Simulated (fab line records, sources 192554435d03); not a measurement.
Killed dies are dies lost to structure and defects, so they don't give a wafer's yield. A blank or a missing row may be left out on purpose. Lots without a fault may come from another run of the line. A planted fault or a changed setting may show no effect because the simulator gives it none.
Chamber matching | flow n5_finfet | N5_HKMG_FIN_STRIP_89 on rie_diel-06: 4 sister chambers
The step strips SOC in N2/H2, time 20 s. 4 wafers are shown with their chamber, then 8 later ones without.

WAFERS WITH THEIR CHAMBER
wafer  | chamber | showerhead_plenum_p_Torr (Torr)
L085.6 | 3       | 3.52
L090.6 | 1       | 3.25
L091.4 | 0       | 3.57
L092.1 | 2       | 3.56

WAFERS WITHOUT THEIR CHAMBER
wafer  | showerhead_plenum_p_Torr (Torr)
L092.3 | 3.57
L092.6 | 3.56
L094.1 | 3.57
L094.2 | 3.51
L094.6 | 3.56
L095.1 | 3.57
L095.5 | 3.57
L095.6 | 3.25

WHICH CHAMBER EACH WENT THROUGH
wafer  | from the rows above | in truth
L092.3 | 0                   | 0
L092.6 | 2                   | 2
L094.1 | 0                   | 0
L094.2 | 3                   | 3
L094.6 | 2                   | 2
L095.1 | 0                   | 0
L095.5 | 0                   | 0
L095.6 | 1                   | 1
Placed correctly: 8 of 8. Can't be placed from these rows: 0. Placed wrongly: 0.
How it was worked out, from the rows above alone: a wafer's distance from a chamber is the root of the sum, over the readings, of the square of ((its reading less the chamber's mean) divided by the reading's scatter). The wafer belongs to the nearest chamber; if the next one is less than 2 further off, it can't be placed. A chamber's mean is the mean of its shown wafers. The scatter: with one shown wafer a chamber, the root of the mean of the squares of how far each hidden wafer lies from its nearest shown one.
